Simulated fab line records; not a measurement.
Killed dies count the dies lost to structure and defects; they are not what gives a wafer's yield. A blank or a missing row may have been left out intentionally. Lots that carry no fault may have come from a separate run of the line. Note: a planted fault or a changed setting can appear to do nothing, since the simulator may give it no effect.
fab line records    flow n5Finfet
record: lots: 7  wafers: 18  lastDay: 17
route steps=1938 shown BEOL_M11@1580
lots untouched by any fault: they come from a run of this same line in which no faults occurred
startH: hours from the record's opening day to when the first of the lot's shown wafers began    waitH: how many hours have passed since the lot's step before this one    " identical to the entry in the row above    L1.1+2: several wafers, shown together as one row    - no value, or no start given    * or withheld: withheld    < > ~ a bound
route shown NAME@n: NAME is a module with steps in the file, n the number in the route of the first one    usual: average and standard deviation across the fault-free wafers    same: alike in all rows    chamber/n: place in a boat    sites: each site's reading    _std_site: standard deviation of those values    _edge_site: outer sites' mean less inner sites'    radiusMm: how far each site lies from the wafer's centre    mask NAME#n: copy n    behind: the most recent tool/chamber to have shaped the wafer    hold: reason for holding the lot/hours on hold/outcome of the hold    device: which transistor (n, p or np) failed to switch    end of line: the route-end tests of the same wafers    where a step has no rows: the recipe by itself    killed: not the wafer's yield, but the dies lost to structure and defects at the first sort    map: a wafer's dies, x killed, . not, _ none there
set.NAME: the setting as run; set.NAME@STEP: as run at that earlier step    model.NAME: the simulator's own value behind a step, which no gauge read
certain route steps with their lots: each step a table, each wafer a row
services: when a tool's chamber went out of use (startH, in hours from the record's first day, below 0 if earlier), for how many hours, and the reason
== steps ==
step: N5_BEOL_M11_STRIP_77
recipe: chemistry: N2/H2  timeS: 10  powerW: 450  tempC: 40  pressureMtorr: 20  rfFrequencyHz: 6e+07  biasPowerW: 7  n2FlowSccm: 200  h2FlowSccm: 200
usual: drypumpMotorCurrentA: 5.9/0.46  oesProductAu: 0.82/0.08  rfVppV: 59.3/0.88  showerheadPlenumPTorr: 2.53/0.08  throttleValvePct: 23.4/0.42
lot.wafer  tool        chamber  startH  waitH  drypumpMotorCurrentA  oesProductAu  rfHoursCounterH  rfVppV  showerheadPlenumPTorr  throttleValvePct
L572.3     rieDiel-06  2        -       -      5.3                   0.74          179              59.2    2.54                   24.1
L572.4     "           1        "       "      5.5                   0.92          27               60.0    2.50                   23.6
L572.6     "           3        "       "      5.4                   0.88          -                58.7    2.68                   23.1
L571.1     rieDiel-03  3        -       -      5.7                   0.67          234              58.1    2.61                   23.8
L571.3     "           0        "       "      6.2                   0.94          20               59.5    2.50                   23.4
L571.6     "           2        "       "      6.6                   0.91          -                59.0    2.56                   22.8
L582.2     rieDiel-06  3        -       -      5.4                   0.85          75               60.1    2.67                   23.1
L582.3     "           2        "       "      5.4                   0.72          201              58.0    2.53                   24.1
L583.4     rieDiel-02  1        -       -      6.6                   0.76          -                58.4    2.54                   23.4
L583.5     "           3        "       "      5.2                   0.79          -                60.1    2.46                   23.3
L585.3     rieDiel-03  1        -       -      5.6                   0.72          219              59.5    2.37                   23.5
L585.4     "           0        "       "      6.2                   0.90          44               58.2    2.49                   23.4
L592.3     rieDiel-03  2        -       -      6.6                   0.85          70               58.9    2.55                   22.9
L592.4     "           3        "       "      5.7                   0.90          17               60.3    2.60                   23.6
L592.6     "           2        "       "      6.6                   0.85          -                58.0    2.55                   22.9
L594.1     rieDiel-02  0        -       -      6.3                   0.91          15               58.2    2.57                   22.7
L594.2     "           1        "       "      6.6                   0.74          151              61.2    2.54                   23.4
L594.4     "           2        "       "      6.1                   0.85          56               59.9    2.50                   24.3
step: N5_BEOL_M11_OCD_MEAS_38
usual: trenchDepthNm: 148/3.7
lot.wafer  tool    chamber  startH  waitH  trenchDepthNm
L572.3     ocd-02  -        240.56  -      143
L572.4     "       -        "       "      156
L572.6     "       -        "       "      151
L571.1     ocd-01  -        240.57  -      141
L571.3     "       -        "       "      147
L571.6     "       -        "       "      149
L582.2     ocd-01  -        307.22  -      150
L582.3     "       -        "       "      141
L583.4     ocd-01  -        310.31  -      146
L583.5     "       -        "       "      146
L585.3     ocd-02  -        320.65  -      150
L585.4     "       -        "       "      150
L592.3     ocd-01  -        368.48  -      149
L592.4     "       -        "       "      148
L592.6     "       -        "       "      151
L594.1     ocd-01  -        370.44  -      148
L594.2     "       -        "       "      145
L594.4     "       -        "       "      148
step: N5_BEOL_M11_HM_STRIP_39
recipe: chemistry: peroxideTinStrip  material: TiN  targetDepthA: 250  tempC: 50  timeS: 158
step: N5_BEOL_M11_SRD_40
recipe: timeS: 30  tempC: 23  rinseLiquid: diw  dry: ipaMarangoni
step: N5_BEOL_M11_PRECLEAN_42
recipe: chemistry: residueRemover  timeS: 60  tempC: 40
step: N5_BEOL_M11_SRD_43
recipe: timeS: 30  tempC: 23  rinseLiquid: diw  dry: ipaMarangoni
step: N5_BEOL_M11_CD_MEAS_35
recipe: targetCdNm: 70  polarity: opening
usual: cdNm: 70.1/0.95
lot.wafer  tool      chamber  startH  waitH  cdNm
L572.3     cdSem-01  -        240.72  0.0    70.2
L572.4     "         -        "       "      70.5
L572.6     "         -        "       "      70.5
L571.1     cdSem-03  -        240.72  0.0    70.3
L571.3     "         -        "       "      70.7
L571.6     "         -        "       "      70.2
L582.2     cdSem-03  -        307.47  0.0    71.2
L582.3     "         -        "       "      71.3
L583.4     cdSem-02  -        310.47  0.0    72.0
L583.5     "         -        "       "      71.3
L585.3     cdSem-01  -        320.90  0.0    69.8
L585.4     "         -        "       "      69.2
L592.3     cdSem-03  -        368.63  0.0    69.0
L592.4     "         -        "       "      69.8
L592.6     "         -        "       "      69.8
L594.1     cdSem-02  -        370.59  0.0    70.9
L594.2     "         -        "       "      70.4
L594.4     "         -        "       "      70.7
step: N5_BEOL_M11_CURE_72
recipe: tempC: 370  timeS: 120  ambient: DMADMS/He  material: SiCOH_lowk
usual: lampPowerPct: 52.31/0.054  wafer_temp_C_max: 371.6/0.56
lot.wafer  tool       chamber  startH  waitH  lampPowerPct  wafer_temp_C_max
L571.1     uvCure-03  2        240.76  0.0    52.38         372.3
L571.3     "          2        "       "      52.28         371.9
L571.6     "          2        "       "      52.34         372.9
L572.3     uvCure-02  1        240.85  0.1    52.30         371.4
L572.4     "          1        "       "      52.36         371.8
L572.6     "          1        "       "      52.28         371.6
L582.2     uvCure-02  1        307.56  0.1    52.33         372.4
L582.3     "          1        "       "      52.30         371.2
L583.4     uvCure-02  0        310.65  0.2    52.32         371.0
L583.5     "          0        "       "      52.29         371.2
L585.3     uvCure-01  2        321.04  0.1    52.30         372.3
L585.4     "          2        "       "      52.40         371.7
L592.3     uvCure-02  0        368.77  0.1    52.34         371.1
L592.4     "          0        "       "      52.35         370.8
L592.6     "          0        "       "      52.32         370.9
L594.1     uvCure-01  0        370.64  0.0    52.32         371.6
L594.2     "          0        "       "      52.27         373.5
L594.4     "          0        "       "      52.38         372.1
step: N5_BEOL_M11_DEGAS_44
recipe: ambient: vacuum  tempC: 250  timeS: 60
usual: heaterPowerW: 320/23
lot.wafer  tool           chamber  startH  waitH  heaterPowerW
L572.3     pvdSputter-03  -        241.14  0.2    330
L572.4     "              -        "       "      310
L572.6     "              -        "       "      319
L571.1     pvdSputter-02  -        241.18  0.4    309
L571.3     "              -        "       "      367
L571.6     "              -        "       "      300
L582.2     pvdSputter-01  -        307.83  0.2    341
L582.3     "              -        "       "      315
L583.4     pvdSputter-02  -        310.85  0.1    368
L583.5     "              -        "       "      301
L585.3     pvdSputter-02  -        321.30  0.2    347
L585.4     "              -        "       "      306
L592.3     pvdSputter-03  -        369.07  0.3    292
L592.4     "              -        "       "      309
L592.6     "              -        "       "      283
L594.1     pvdSputter-02  -        371.07  0.4    308
L594.2     "              -        "       "      311
L594.4     "              -        "       "      360
step: N5_BEOL_M11_PRE_CLEAN_45
recipe: gas: H2/He  timeS: 30  tempC: 250
usual: heaterPowerW: 320/22
lot.wafer  tool           chamber  startH  waitH  heaterPowerW
L572.3     pvdSputter-03  -        241.18  0.0    321
L572.4     "              -        "       "      308
L572.6     "              -        "       "      315
L571.1     pvdSputter-02  -        241.22  0.0    309
L571.3     "              -        "       "      373
L571.6     "              -        "       "      306
L582.2     pvdSputter-01  -        307.87  0.0    334
L582.3     "              -        "       "      324
L583.4     pvdSputter-02  -        310.89  0.0    363
L583.5     "              -        "       "      301
L585.3     pvdSputter-02  -        321.34  0.0    347
L585.4     "              -        "       "      304
L592.3     pvdSputter-03  -        369.11  0.0    289
L592.4     "              -        "       "      312
L592.6     "              -        "       "      292
L594.1     pvdSputter-02  -        371.11  0.0    304
L594.2     "              -        "       "      315
L594.4     "              -        "       "      347
step: N5_BEOL_M11_ALD_74
recipe: material: TaN  targetThkA: 20  tempC: 275  aldPrecursorFamily: PDMAT  aldCoReactant: NH3  pressureTorr: 3  carrierFlowSccm: 1500  pulseTimeS: 2  purgeTimeS: 3  coReactantPurgeTimeS: 2  coReactantPulseTimeS: 3  aldCycles: 40  precursorVesselTempC: 75  precursorVesselPressureTorr: 26.25  precursorVesselCarrierSccm: 1000
usual: heaterPowerW: 449/52  precursorVesselTempC: 74.99/0.12
lot.wafer  tool         chamber  startH  waitH  heaterPowerW  precursorVesselTempC
L572.3     aldMetal-04  3        241.24  0.0    404           75.07
L572.4     "            0        "       "      479           74.99
L572.6     "            2        "       "      515           74.98
L571.1     aldMetal-02  1        241.35  0.1    451           75.02
L571.3     "            0        "       "      479           75.16
L571.6     "            3        "       "      504           75.09
L582.2     aldMetal-02  2        307.93  0.0    370           74.96
L582.3     "            1        "       "      442           75.12
L583.4     aldMetal-02  3        310.95  0.0    499           74.95
L583.5     "            1        "       "      442           74.99
L585.3     aldMetal-02  0        321.42  0.1    483           74.99
L585.4     "            0        "       "      475           75.09
L592.3     aldMetal-02  1        369.19  0.1    440           74.99
L592.4     "            0        "       "      487           75.08
L592.6     "            2        "       "      376           75.09
L594.1     aldMetal-04  0        371.17  0.0    474           75.06
L594.2     "            2        "       "      500           74.80
L594.4     "            3        "       "      403           75.11
step: N5_BEOL_M11_SURFACE_TREAT_76
recipe: gas: Ar  timeS: *  ionEnergyEv: *  ionCurrentMaCm2: 0.5  pressureMtorr: *  arFlowSccm: 30
step: N5_BEOL_M11_CVD_75
recipe: material: Co  targetThkA: 20  tempC: withheld  precursor: CCTBA/H2  pressureTorr: 30  timeS: 138.9
usual: runLengthS: 161.6/0.48
lot.wafer  tool      chamber  startH  waitH  runLengthS
L572.3     cvdCo-02  1        241.58  0.0    161.0
L572.4     "         1        "       "      161.2
L572.6     "         0        "       "      161.6
L571.1     cvdCo-01  0        241.69  0.0    161.7
L571.3     "         0        "       "      161.9
L571.6     "         1        "       "      160.9
L582.2     cvdCo-02  2        308.57  0.3    161.9
L582.3     "         1        "       "      156.8
L583.4     cvdCo-02  0        311.43  0.2    161.8
L583.5     "         2        "       "      158.4
L585.3     cvdCo-02  0        321.86  0.1    158.3
L585.4     "         0        "       "      161.4
L592.3     cvdCo-01  1        369.68  0.1    161.2
L592.4     "         0        "       "      161.9
L592.6     "         1        "       "      160.8
L594.1     cvdCo-01  0        371.51  0.0    161.6
L594.2     "         1        "       "      161.0
L594.4     "         0        "       "      161.9
step: N5_BEOL_M11_SPUTTER_48
recipe: material: Cu  targetThkA: 120  tempC: -20  biasV: 60  powerW: 26000  chamberPressurePa: 0.13  timeS: 2
== services ==
tool           chamber  startH  hours  kind
aldMetal-04    1        258.31  4.8    repair
aldMetal-04    -        259.49  0.8    repair
rieDiel-06     1        268.83  5.7    repair
uvCure-02      -        277.50  7.5    pm
rieDiel-03     0        288.35  3.7    repair
uvCure-02      -        288.45  18.8   repair
rieDiel-03     3        298.09  -      clean
rieDiel-03     3        298.09  -      consumableReplace:focusRing
rieDiel-03     3        298.09  12.6   scheduledDown
rieDiel-03     3        298.09  12.6   ventCycle
uvCure-03      -        302.46  0.9    repair
aldMetal-02    3        317.54  8.4    repair
cvdCo-02       1        333.33  -      clean
cvdCo-02       1        333.33  22.0   scheduledDown
cvdCo-02       1        333.33  22.0   ventCycle
uvCure-03      -        345.91  1.0    pm
cvdCo-02       -        347.63  0.3    repair
uvCure-01      -        350.47  7.5    pm
rieDiel-06     -        351.47  2.8    pm
pvdSputter-03  -        355.57  0.7    repair
uvCure-01      -        362.60  2.1    pm
pvdSputter-02  -        365.16  1.1    repair
uvCure-02      -        370.20  2.1    pm
rieDiel-06     -        371.00  14.6   pm
== key ==
firstSign: step: N5_BEOL_M11_CVD_75  reading: runLengthS  direction: down  sigmas: 7.9  usual: *  struck: *
effect none on later readings
metAt N5_BEOL_M11_CVD_75
struckWafers L582.3,L583.5,L585.3
onsetBetween 241.58 308.57
fault: kind: processParameterDrift  tool: cvdCo-02  chamber: -  onsetH: 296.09  steps: N5_BEOL_M11_CVD_75  channel: timeS  offset: *  shape: step  endH: 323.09  scope: struckWafersOnly  actsIn: *  stated: *
